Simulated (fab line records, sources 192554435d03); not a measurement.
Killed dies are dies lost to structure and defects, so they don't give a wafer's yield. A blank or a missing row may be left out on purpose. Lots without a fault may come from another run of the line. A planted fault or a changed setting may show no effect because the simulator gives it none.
Chamber matching | flow n5_finfet | N5_FIN_CUT_CUT_ETCH_26 on rie_diel-02: 4 sister chambers
The step etches SiNx in CH3F/O2, target depth 39 nm, time 55.7 s. 20 wafers are shown with their chamber, then 10 later ones without.

WAFERS WITH THEIR CHAMBER
wafer  | chamber | drypump_motor_current_A (A) | showerhead_plenum_p_Torr (Torr) | throttle_valve_pct (%)
L075.2 | 0       | 5.5                         | 1.90                            | 16.32
L075.3 | 3       | 5.6                         | 1.89                            | 16.21
L075.6 | 3       | 5.6                         | 1.89                            | 16.22
L076.2 | 1       | 5.1                         | 2.05                            | 16.57
L076.4 | 0       | 5.5                         | 1.90                            | 16.33
L076.5 | 1       | 5.1                         | 2.05                            | 16.56
L077.4 | 0       | 5.5                         | 1.90                            | 16.30
L077.5 | 3       | 5.6                         | 1.89                            | 16.21
L077.6 | 2       | 6.4                         | 2.01                            | 16.71
L081.2 | 1       | 5.1                         | 2.05                            | 16.58
L081.5 | 2       | 6.4                         | 2.01                            | 16.73
L081.6 | 3       | 5.6                         | 1.88                            | 16.24
L085.2 | 1       | 5.0                         | 2.05                            | 16.59
L085.4 | 0       | 5.5                         | 1.89                            | 16.34
L085.6 | 1       | 5.0                         | 2.05                            | 16.60
L086.1 | 0       | 5.5                         | 1.89                            | 16.36
L086.4 | 3       | 5.6                         | 1.88                            | 16.23
L086.5 | 2       | 6.3                         | 2.00                            | 16.74
L088.2 | 3       | 5.6                         | 1.88                            | 16.26
L088.5 | 3       | 5.6                         | 1.88                            | 16.25

SIGNATURES (means of the wafers above)
reading                  | chamber 0 | chamber 1 | chamber 2 | chamber 3 | scatter within a chamber
drypump_motor_current_A  | 5.500     | 5.060     | 6.367     | 5.600     | 0.0342
showerhead_plenum_p_Torr | 1.8960    | 2.0500    | 2.0067    | 1.8843    | 0.00473
throttle_valve_pct       | 16.3300   | 16.5800   | 16.7267   | 16.2314   | 0.019
Rule: a wafer's distance from a chamber is the root of the sum, over the readings, of the square of ((its reading less the chamber's mean) divided by the reading's scatter). The wafer belongs to the nearest chamber; if the next one is less than 2 further off, it can't be placed. The scatter: the root of (the sum of the squares of (reading less its chamber's mean) over the shown wafers, divided by (wafers less chambers)).

WAFERS WITHOUT THEIR CHAMBER
wafer  | drypump_motor_current_A (A) | showerhead_plenum_p_Torr (Torr) | throttle_valve_pct (%)
L088.6 | 5.5                         | 1.89                            | 16.35
L091.1 | 6.3                         | 2.00                            | 16.77
L091.3 | 6.3                         | 2.00                            | 16.75
L091.4 | 5.6                         | 1.88                            | 16.29
L094.1 | 5.5                         | 1.89                            | 16.37
L094.2 | 6.3                         | 2.00                            | 16.76
L094.5 | 6.3                         | 2.00                            | 16.77
L095.2 | 5.6                         | 1.88                            | 16.30
L095.4 | 5.0                         | 2.04                            | 16.14
L095.5 | 5.6                         | 1.88                            | 16.29

WHICH CHAMBER EACH WENT THROUGH
wafer  | from the rows above     | in truth
L088.6 | 0                       | 0
L091.1 | 2                       | 2
L091.3 | 2                       | 2
L091.4 | can't be placed: 3 or 0 | 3
L094.1 | 0                       | 0
L094.2 | 2                       | 2
L094.5 | 2                       | 2
L095.2 | can't be placed: 3 or 0 | 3
L095.4 | 1                       | 1
L095.5 | can't be placed: 3 or 0 | 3
Placed correctly: 7 of 10. Can't be placed from these rows: 3 (the true chamber is among the candidates in 3). Placed wrongly: 0.
